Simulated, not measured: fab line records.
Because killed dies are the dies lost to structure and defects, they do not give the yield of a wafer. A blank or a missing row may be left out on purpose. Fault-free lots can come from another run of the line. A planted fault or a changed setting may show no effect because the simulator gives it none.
Matching of chambers	flow nand harc	4 sister chambers for NHARC_A_CONTACT_ETCH_92 on rie diel-10
The step etches the open film in CH3F/O2, target depth 40 nm, time 85.7 s. 16 wafers are shown with their chamber, then 8 later ones without.

## WAFERS PAIRED WITH THEIR CHAMBERS
wafer	chamber	drypump motor current A (A)	showerhead plenum p Torr (Torr)	rf vpp V (V)
L076.1	1	5.2	2.49	245.7
L076.3	3	5.9	2.64	247.2
L076.5	0	5.6	2.43	244.3
L079.3	1	5.2	2.48	244.1
L079.5	3	5.9	2.64	246.6
L079.6	0	5.6	2.42	245.4
L080.1	2	5.7	2.41	244.0
L080.4	0	5.7	2.42	243.9
L080.6	0	5.7	2.42	243.2
L081.1	2	5.7	2.41	243.8
L081.2	3	5.9	2.64	247.1
L081.5	3	5.9	2.64	246.8
L086.3	0	5.6	2.41	244.2
L086.5	1	5.2	2.48	244.1
L086.6	2	5.7	2.40	243.4
L090.3	3	5.9	2.62	248.1

SIGNATURES, as means of the wafers listed above
reading	chamber 0	chamber 1	chamber 2	chamber 3	scatter within a chamber
drypump motor current A	5.640	5.200	5.700	5.900	0.0316
showerhead plenum p Torr	2.4200	2.4833	2.4067	2.6360	0.00738
rf vpp V	244.200	244.633	243.733	247.160	0.693
Rule: for each reading, subtract the chamber's mean from the wafer's reading, divide by that reading's scatter and square the result; add these up over the readings and take the root, which gives the wafer's distance from the chamber. If the next closest chamber is less than 2 further off than the closest, the wafer can't be placed; otherwise it belongs to the closest. The scatter: take each reading less its chamber's mean, square it, sum over the shown wafers, divide by the number of wafers less the number of chambers, and take the root.

## WAFERS WITH NO CHAMBER GIVEN
wafer	drypump motor current A (A)	showerhead plenum p Torr (Torr)	rf vpp V (V)
L090.5	5.6	2.41	243.9
L090.6	5.9	2.62	247.3
L087.1	5.7	2.41	244.6
L087.3	5.2	2.47	243.6
L087.6	5.2	2.47	244.5
L093.1	5.7	2.40	243.4
L093.2	5.7	2.39	244.0
L093.6	5.7	2.39	243.9

## THE CHAMBER EACH PASSED THROUGH
wafer	from the rows above	in truth
L090.5	can't be placed: 0 or 2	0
L090.6	3	3
L087.1	can't be placed: 2 or 0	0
L087.3	1	1
L087.6	1	1
L093.1	2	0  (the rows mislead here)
L093.2	2	2
L093.6	2	2
Correctly placed: 5 of 8. Can't be placed from these rows: 2 (the true chamber is among the candidates in 2). Number placed wrongly: 1.
